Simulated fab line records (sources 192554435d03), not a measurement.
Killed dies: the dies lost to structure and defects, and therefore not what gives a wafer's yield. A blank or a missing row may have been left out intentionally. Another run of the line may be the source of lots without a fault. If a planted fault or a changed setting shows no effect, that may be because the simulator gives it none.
Chamber matching ; flow n5Finfet ; N5_BEOL_M5_CURE_79 on uvCure-01 has 3 sister chambers
The step cures SiCOH lowk, time 240 s. 14 wafers are shown with their chamber, then 7 later ones without.

== WAFERS PAIRED WITH THEIR CHAMBERS ==
wafer;chamber;wafer_temp_C_max;lampPowerPct (%)
L076.1;2;387.7;52.23
L076.4;2;387.0;52.29
L076.5;2;387.0;52.34
L078.1;2;387.2;52.37
L078.2;2;387.6;52.26
L078.3;2;387.5;52.32
L082.4;0;386.3;52.26
L082.5;0;386.2;52.41
L082.6;0;387.2;52.26
L086.2;1;386.6;52.30
L086.3;1;387.8;52.32
L086.4;1;387.2;52.34
L091.3;2;388.2;52.36
L091.4;2;387.1;52.27

SIGNATURES (means of the wafers above)
reading;chamber 0;chamber 1;chamber 2;scatter within a chamber
wafer_temp_C_max;386.567;387.200;387.413;0.482
lampPowerPct;52.3100;52.3200;52.3050;0.0553
Rule: a wafer's distance from a chamber is the root of the sum, over the readings, of the square of ((its reading less the chamber's mean) divided by the reading's scatter). If the next closest chamber is less than 2 further off than the closest, the wafer can't be placed; otherwise it belongs to the closest. The scatter: take each reading less its chamber's mean, square it, sum over the shown wafers, divide by the number of wafers less the number of chambers, and take the root.

== WAFERS MISSING THEIR CHAMBER ==
wafer;wafer_temp_C_max;lampPowerPct (%)
L091.6;387.2;52.34
L095.1;387.0;52.33
L095.4;387.2;52.31
L095.5;387.4;52.29
L096.3;387.1;52.30
L096.5;386.9;52.32
L096.6;386.7;52.28

== WHICH CHAMBER EACH ONE RAN IN ==
wafer;from the rows above;in truth
L091.6;can't be placed: 1 or 2 or 0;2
L095.1;can't be placed: 1 or 2 or 0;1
L095.4;can't be placed: 1 or 2 or 0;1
L095.5;can't be placed: 2 or 1 or 0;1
L096.3;can't be placed: 1 or 2 or 0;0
L096.5;can't be placed: 1 or 0 or 2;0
L096.6;can't be placed: 0 or 1 or 2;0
Correctly placed: 0 of 7. Not placeable from these rows: 7 (in 7, the candidates include the true chamber). Placed wrongly: 0.
